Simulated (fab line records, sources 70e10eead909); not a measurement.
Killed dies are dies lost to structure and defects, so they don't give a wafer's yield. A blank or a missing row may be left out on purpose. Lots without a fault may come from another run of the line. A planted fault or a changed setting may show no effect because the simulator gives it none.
One fault seen from 2 desks | flow nand_harc | each desk has only its own numbers; what lay behind them comes last

THE TOOL OWNER'S DESK: rie_diel-06
The tool's own readings at NHARC_P_M1_ETCH_28 (etches the open film in CF4/N2, target depth 30 nm, time 72.99 s): means of the sampled wafers that have a number, for each lot that ran on this tool. A lot is out of limits, marked OUT, if its mean lies more than 4 standard deviations from the usual mean; the brackets give that distance.
Columns: A = cf4_flow_sccm at NHARC_P_M1_ETCH_28, usual 49.99 sccm; B = drypump_motor_current_A at NHARC_P_M1_ETCH_28, usual 5.6 A; C = mfc_ar_sccm at NHARC_P_M1_ETCH_28, usual 150.0 sccm; D = oes_product_au at NHARC_P_M1_ETCH_28, usual 1.001 a.u.; E = rf_vpp_V at NHARC_P_M1_ETCH_28, usual 313.9 V; F = showerhead_plenum_p_Torr at NHARC_P_M1_ETCH_28, usual 2.60 Torr; G = throttle_valve_pct at NHARC_P_M1_ETCH_28, usual 19.794 %
lot  | first seen here | A     | B   | C     | D                | E     | F    | G
L620 | day 9 00:21     | 49.94 | 5.5 | 150.0 | 1.003            | 313.8 | 2.62 | 19.789
L621 | day 9 04:12     | 50.00 | 5.8 | 149.9 | 1.002            | 314.3 | 2.62 | 19.788
L622 | day 9 12:58     | 50.10 | 5.7 | 150.4 | 1.009            | 313.0 | 2.51 | 19.794
L623 | day 9 21:55     | 49.93 | 5.8 | 149.5 | 0.995            | 313.3 | 2.62 | 19.801
L625 | day 10 17:08    | 49.89 | 5.9 | 150.4 | 0.996            | 313.5 | 2.56 | 19.794
L627 | day 11 22:29    | 49.91 | 5.8 | 150.4 | 0.937 (-7.0) OUT | 314.5 | 2.62 | 19.797
L629 | day 12 11:17    | 50.13 | 5.8 | 149.9 | 0.948 (-5.8) OUT | 312.3 | 2.51 | 19.795
L636 | day 15 17:25    | 49.85 | 5.8 | 149.7 | 1.003            | 313.7 | 2.62 | 19.790
L637 | day 15 18:22    | 49.86 | 5.5 | 150.0 | 1.007            | 311.9 | 2.51 | 19.796
This desk's finding: out of limits on L627, L629; first on L627, day 11 22:29 (oes_product_au at NHARC_P_M1_ETCH_28). In limits: L620, L621, L622, L623, L625, L636, L637.

THE METROLOGY DESK
What the gauges read, lot by lot, whatever tool the lot ran on: means of the sampled wafers that have a number. A lot is out of limits, marked OUT, if its mean lies more than 4 standard deviations from the usual mean; the brackets give that distance.
Columns: A = cd_nm at NHARC_P_M1_CD_MEAS_09, usual 130.1 nm
lot  | first seen here | A
L615 | day 6 09:46     | 130.4
L616 | day 7 06:08     | 129.7
L617 | day 7 20:25     | 129.7
L619 | day 8 03:06     | 129.4
L620 | day 8 23:32     | 130.3
L621 | day 9 03:23     | 130.4
L622 | day 9 12:10     | 130.9
L623 | day 9 21:05     | 130.6
L624 | day 10 15:08    | 129.5
L625 | day 10 16:20    | 130.5
L627 | day 11 21:40    | 129.3
L629 | day 12 10:29    | 129.8
L636 | day 15 16:34    | 130.1
L637 | day 15 17:32    | 130.1
This desk's finding: nothing out of limits on any of the 14 lots.

PUT TOGETHER
The tool owner's desk could have raised an alarm at day 11 22:29, on L627, L629.
The metrology desk saw nothing out of limits.
The metrology desk has L627, L629 on record, within its limits.
Of the lots named, all ran NHARC_P_M1_ETCH_28 on rie_diel-06.

WHAT THE SIMULATOR HAD PUT IN
Process parameter drift: rie_diel-06, from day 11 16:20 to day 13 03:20, at NHARC_P_M1_ETCH_28. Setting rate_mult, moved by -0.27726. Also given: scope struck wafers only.
Lots struck among those shown: L627, L629.
Hours from the fault's start to each desk's first reading out of limits: the tool owner's desk, 6.
